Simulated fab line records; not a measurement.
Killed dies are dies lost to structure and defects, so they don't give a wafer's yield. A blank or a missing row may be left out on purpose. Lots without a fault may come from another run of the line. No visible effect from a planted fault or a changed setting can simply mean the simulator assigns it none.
Which tool was responsible? -- flow n5Finfet -- Sampling: 21 lots, 63 wafers, 5 of 1938 route steps

== WHAT THE GAUGES READ, wafer by wafer ==
N5_MOL_CONTACT_COAG_OVL_MEAS_41.
lot,measured,on,VD_OVL (nm)
L074,day 5 13:23,overlay-01,-0.1 0.4 0.1
L075,day 5 15:51,overlay-02,-2.0 -0.5 -0.6
L076,day 5 21:00,overlay-02,1.0 0.5 0.0
L077,day 5 21:34,overlay-02,-0.3 -0.8 0.6
L078,day 6 04:02,overlay-01,0.0 0.1 -0.6
L079,day 6 11:31,overlay-02,-0.2 -0.3 -0.2
L080,day 6 16:34,overlay-01,-1.9 -0.9 -1.1
L081,day 6 21:30,overlay-02,0.3 -0.1 0.3
L082,day 7 02:13,overlay-02,0.2 0.7 -0.9
L083,day 7 11:56,overlay-01,0.4 0.2 0.8
L084,day 7 16:34,overlay-02,-0.5 -0.1 -0.8
L085,day 8 00:34,overlay-02,-0.6 0.7 -0.2
L086,day 8 03:31,overlay-01,0.2 -0.2 -0.8
L087,day 8 09:09,overlay-02,0.0 0.1 -0.1
L090,day 9 03:28,overlay-01,1.3 0.0 0.3
L091,day 9 10:02,overlay-01,-1.1 -0.3 0.2
L092,day 9 17:26,overlay-01,0.3 -0.3 0.0
L093,day 9 21:20,overlay-01,-0.9 -1.0 -0.2
L094,day 10 04:25,overlay-01,-0.3 0.5 -0.7
L095,day 10 08:27,overlay-01,-0.7 0.4 -0.5
L097,day 10 20:48,overlay-01,0.3 0.1 -0.8

== WHICH TOOL RAN EACH LOT (tool, then ch and the chambers of the sampled wafers, then the start) ==
lot,N5_GATE_CUT_VAPOR_ETCH_49,N5_MOL_CONTACT_COAG_ETCH_59,N5_MOL_CONTACT_COAG_ETCH_106,N5_MOL_CONTACT_COAG_ETCHBACK_135
L074,"rieMetal-03 ch 0,1, day 4 19:41","rieDiel-05 ch 0,1,3, day 4 22:58","rieDiel-05 ch 0,1,3, day 4 23:01","rieDiel-06 ch 0,3, day 5 12:33"
L075,"rieMetal-02 ch 0,1, day 5 01:15","rieDiel-06 ch 0,1,3, day 5 04:47","rieDiel-06 ch 0,1,3, day 5 04:52","rieDiel-02 ch 0,1,3, day 5 14:59"
L076,"rieMetal-02 ch 0,1, day 5 04:53","rieDiel-02 ch 0,1,2, day 5 09:07","rieDiel-02 ch 0,1,2, day 5 09:10","rieDiel-06 ch 0,1,3, day 5 20:09"
L077,"rieMetal-02 ch 0,1, day 5 07:12","rieDiel-05 ch 0,1,2, day 5 10:25","rieDiel-05 ch 0,1,2, day 5 10:28","rieDiel-02 ch 1,2,3, day 5 20:43"
L078,"rieMetal-02 ch 0,1, day 5 14:04","rieDiel-05 ch 0,1,3, day 5 17:17","rieDiel-05 ch 0,1,3, day 5 17:20","rieDiel-05 ch 1,2, day 6 03:12"
L079,"rieMetal-03 ch 0,1, day 5 20:56","rieDiel-02 ch 0,3, day 6 00:29","rieDiel-02 ch 0,3, day 6 00:32","rieDiel-02 ch 1,3, day 6 10:48"
L080,"rieMetal-02 ch 0,1, day 6 01:43","rieDiel-06 ch 1,3, day 6 05:08","rieDiel-06 ch 1,3, day 6 05:11","rieDiel-06 ch 1,3, day 6 15:43"
L081,"rieMetal-01 ch 0,1, day 6 07:22","rieDiel-06 ch 0,1,3, day 6 11:04","rieDiel-06 ch 0,1,3, day 6 11:07","rieDiel-02 ch 1,2,3, day 6 20:39"
L082,"rieMetal-01 ch 0,1, day 6 12:52","rieDiel-06 ch 0,3, day 6 16:12","rieDiel-06 ch 0,3, day 6 16:15","rieDiel-05 ch 1,2, day 7 01:29"
L083,"rieMetal-03 ch 0,1, day 6 16:53","rieDiel-06 ch 0,1, day 6 20:55","rieDiel-06 ch 0,1, day 6 20:58","rieDiel-02 ch 0,3, day 7 11:13"
L084,"rieMetal-01 ch 0, day 6 22:57","rieDiel-06 ch 0,1,2, day 7 02:28","rieDiel-06 ch 0,1,2, day 7 02:31","rieDiel-06 ch 0,3, day 7 15:51"
L085,"rieMetal-01 ch 0,1, day 7 08:34","rieDiel-02 ch 1,2, day 7 12:02","rieDiel-02 ch 1,2, day 7 12:05","rieDiel-06 ch 0,2, day 7 23:43"
L086,"rieMetal-02 ch 1, day 7 13:36","rieDiel-05 ch 0,2,3, day 7 16:55","rieDiel-05 ch 0,2,3, day 7 16:57","rieDiel-06 ch 2,3, day 8 02:48"
L087,"rieMetal-03 ch 0,1, day 7 18:53","rieDiel-06 ch 0,2, day 7 22:13","rieDiel-06 ch 0,2, day 7 22:16","rieDiel-06 ch 0,3, day 8 08:23"
L090,"rieMetal-01 ch 0,1, day 8 12:03","rieDiel-02 ch 0,2, day 8 15:27","rieDiel-02 ch 0,2, day 8 15:30","rieDiel-05 ch 2,3, day 9 02:37"
L091,"rieMetal-03 ch 0,1, day 8 19:58","rieDiel-05 ch 2,3, day 8 23:12","rieDiel-05 ch 2,3, day 8 23:16","rieDiel-06 ch 0,1, day 9 09:19"
L092,"rieMetal-02 ch 0,1, day 9 02:29","rieDiel-02 ch 0,1,3, day 9 05:47","rieDiel-02 ch 0,1,3, day 9 05:50","rieDiel-05 ch 0,2,3, day 9 16:22"
L093,"rieMetal-02 ch 0,1, day 9 08:11","rieDiel-06 ch 0,1,3, day 9 11:30","rieDiel-06 ch 0,1,3, day 9 11:33","rieDiel-02 ch 0,1,3, day 9 20:29"
L094,"rieMetal-03 ch 0,1, day 9 13:03","rieDiel-02 ch 2,3, day 9 17:17","rieDiel-02 ch 2,3, day 9 17:20","rieDiel-05 ch 0,2,3, day 10 03:34"
L095,"rieMetal-01 ch 0,1, day 9 18:30","rieDiel-05 ch 1,2,3, day 9 21:50","rieDiel-05 ch 1,2,3, day 9 21:53","rieDiel-05 ch 0,1,3, day 10 07:36"
L097,"rieMetal-01 ch 0,1, day 10 08:21","rieDiel-06 ch 0,2,3, day 10 11:33","rieDiel-06 ch 0,2,3, day 10 11:36","rieDiel-02 ch 2,3, day 10 20:04"
- N5_GATE_CUT_VAPOR_ETCH_49: etches TiAlC in BCl3/Cl2.
- N5_MOL_CONTACT_COAG_ETCH_59: etches underlayer in N2/H2, target depth 13 nm, time 10.4 s.
- N5_MOL_CONTACT_COAG_ETCH_106: etches SOC in N2/H2, target depth 80 nm, overetch 16 nm, time 120 s.
- N5_MOL_CONTACT_COAG_ETCHBACK_135: etches SiO2 in CHF3, target depth 25 nm, time 16.7 s.

== WHAT THE TOOLS THEMSELVES READ (means of the sampled wafers that have a number; where no wafer has one, the mark that the record gives instead) ==
N5_GATE_CUT_VAPOR_ETCH_49.
lot,tool,drypumpMotorCurrentA (A),oesProductAu (a.u.)
L074,rieMetal-03,6.19,0.89
L075,rieMetal-02,5.59,0.93
L076,rieMetal-02,5.60,0.93
L077,rieMetal-02,5.70,0.90
L078,rieMetal-02,5.60,0.92
L079,rieMetal-03,6.17,0.88
L080,rieMetal-02,5.69,0.88
L081,rieMetal-01,6.06,0.66
L082,rieMetal-01,6.07,0.65
L083,rieMetal-03,6.12,0.80
L084,rieMetal-01,6.17,0.70
L085,rieMetal-01,6.03,0.65
L086,rieMetal-02,5.48,0.91
L087,rieMetal-03,6.17,0.85
L090,rieMetal-01,6.12,0.67
L091,rieMetal-03,6.15,0.84
L092,rieMetal-02,5.70,0.85
L093,rieMetal-02,5.69,0.85
L094,rieMetal-03,6.10,0.77
L095,rieMetal-01,6.08,0.65
L097,rieMetal-01,6.07,0.64

N5_MOL_CONTACT_COAG_ETCH_59.
lot,tool,drypumpMotorCurrentA (A),etchRfOnTimeS (s),n2FlowSccm (sccm),oesProductAu (a.u.),rfVppV (V),showerheadPlenumPTorr (Torr),throttleValvePct (%)
L074,rieDiel-05,5.8,10.52,200.4,0.75,521.9,2.48,17.5
L075,rieDiel-06,5.8,10.37,199.8,0.63,522.2,2.50,18.0
L076,rieDiel-02,5.6,10.23,200.6,0.77,522.5,2.49,17.6
L077,rieDiel-05,6.3,10.20,199.6,0.71,522.3,2.50,17.7
L078,rieDiel-05,5.8,10.53,199.7,0.74,522.5,2.48,17.5
L079,rieDiel-02,5.6,10.19,200.0,0.67,522.5,2.52,18.1
L080,rieDiel-06,6.3,10.43,200.2,0.62,524.4,2.57,17.9
L081,rieDiel-06,5.8,10.43,199.9,0.61,522.4,2.49,18.0
L082,rieDiel-06,5.9,10.47,199.9,0.63,523.9,2.59,18.2
L083,rieDiel-06,5.6,10.43,200.1,0.59,520.0,2.40,17.8
L084,rieDiel-06,5.7,10.23,200.3,0.68,521.4,2.43,17.9
L085,rieDiel-02,6.0,10.33,200.0,0.71,521.9,2.47,17.7
L086,rieDiel-05,5.8,10.65,200.0,0.66,522.2,2.49,17.7
L087,rieDiel-06,5.3,10.16,199.6,0.67,521.8,2.44,18.1
L090,rieDiel-02,5.9,10.24,200.6,0.70,521.5,2.48,17.9
L091,rieDiel-05,5.5,10.79,199.8,0.66,522.1,2.49,17.6
L092,rieDiel-02,5.5,10.19,200.0,0.70,522.3,2.50,17.8
L093,rieDiel-06,5.7,10.38,199.4,0.68,525.3,2.59,17.9
L094,rieDiel-02,6.1,10.34,200.1,0.61,523.1,2.50,18.1
L095,rieDiel-05,5.9,10.49,199.5,0.68,522.1,2.48,17.6
L097,rieDiel-06,5.9,10.31,199.8,0.65,523.6,2.51,18.1

N5_MOL_CONTACT_COAG_ETCH_106.
lot,tool,drypumpMotorCurrentA (A),n2FlowSccm (sccm),oesProductAu (a.u.),rfVppV (V),showerheadPlenumPTorr (Torr),throttleValvePct (%)
L074,rieDiel-05,5.8,199.5,0.78,522.6,2.48,17.4
L075,rieDiel-06,5.8,199.5,0.66,522.0,2.50,18.0
L076,rieDiel-02,5.7,201.0,0.79,522.3,2.49,17.6
L077,rieDiel-05,6.3,200.4,0.73,521.8,2.50,17.7
L078,rieDiel-05,5.8,199.8,0.77,522.3,2.48,17.5
L079,rieDiel-02,5.6,200.0,0.69,523.2,2.52,18.0
L080,rieDiel-06,6.3,200.3,0.66,523.8,2.57,17.9
L081,rieDiel-06,5.8,199.6,0.64,522.8,2.49,18.0
L082,rieDiel-06,5.9,200.3,0.66,524.3,2.59,18.2
L083,rieDiel-06,5.6,200.0,0.62,520.0,2.40,17.8
L084,rieDiel-06,5.7,200.3,0.69,520.9,2.43,17.9
L085,rieDiel-02,6.1,200.0,0.74,521.7,2.47,17.6
L086,rieDiel-05,5.8,199.7,0.71,521.8,2.49,17.6
L087,rieDiel-06,5.4,200.1,0.69,520.9,2.44,18.1
L090,rieDiel-02,5.8,200.0,0.72,522.0,2.48,17.8
L091,rieDiel-05,5.5,200.2,0.71,522.3,2.49,17.5
L092,rieDiel-02,5.5,199.6,0.72,522.6,2.50,17.7
L093,rieDiel-06,5.7,200.5,0.71,525.0,2.59,17.9
L094,rieDiel-02,6.0,199.1,0.64,522.1,2.50,18.1
L095,rieDiel-05,5.9,200.5,0.72,521.6,2.48,17.6
L097,rieDiel-06,5.9,200.5,0.68,522.9,2.51,18.1

N5_MOL_CONTACT_COAG_ETCHBACK_135.
lot,tool,drypumpMotorCurrentA (A),oesProductAu (a.u.),rfVppV (V),showerheadPlenumPTorr (Torr),throttleValvePct (%)
L074,rieDiel-06,5.9,0.74,516,2.41,18.93
L075,rieDiel-02,5.5,0.86,524,2.35,18.52
L076,rieDiel-06,5.7,0.72,515,2.34,18.89
L077,rieDiel-02,5.9,0.82,518,2.35,18.62
L078,rieDiel-05,6.5,0.79,533,2.35,18.68
L079,rieDiel-02,5.8,0.78,528,2.36,18.69
L080,rieDiel-06,6.1,0.71,516,2.33,18.76
L081,rieDiel-02,5.9,0.81,518,2.34,18.64
L082,rieDiel-05,6.5,0.78,532,2.35,18.69
L083,rieDiel-02,5.6,0.77,529,2.35,18.79
L084,rieDiel-06,5.4,0.73,513,2.33,19.05
L085,rieDiel-06,5.3,0.79,510,2.28,18.96
L086,rieDiel-06,6.3,0.86,511,2.38,18.72
L087,rieDiel-06,6.0,0.72,515,2.40,18.98
L090,rieDiel-05,5.5,0.78,525,2.34,18.42
L091,rieDiel-06,5.2,0.78,515,2.35,18.90
L092,rieDiel-05,5.8,0.75,522,2.32,18.54
L093,rieDiel-02,5.5,0.81,523,2.33,18.58
L094,rieDiel-05,5.8,0.75,522,2.32,18.54
L095,rieDiel-05,5.8,0.81,520,2.31,18.49
L097,rieDiel-02,6.0,0.72,522,2.34,18.94

== THE ANSWER, worked out from the rows above alone ==
Rule: usual is defined by the lots themselves. The widest of any qualifying gaps counts: lots, ordered by their means at a reading, are off when they make up no more than a third of the lots, leave a main group of 4 or more, and stand apart from it by 3 or more times the standard deviation of that group's means. If all means in a main group match to the digits the tables above print for the reading, that group is not used. A lot without any number at a reading at which 4 lots or more have one is off too. The other lots that the step has rows for count as sound. The gauges are gone through in route order, then the tools' own readings, and for those a lot's mean is taken as printed above. The first step at which some lot is off is used, and at that step the reading that is off furthest; a lot without a number counts as furthest.
Nothing can be told from this: no lot is off at any reading shown.

== WHAT THE SIMULATOR HAD PUT IN ==
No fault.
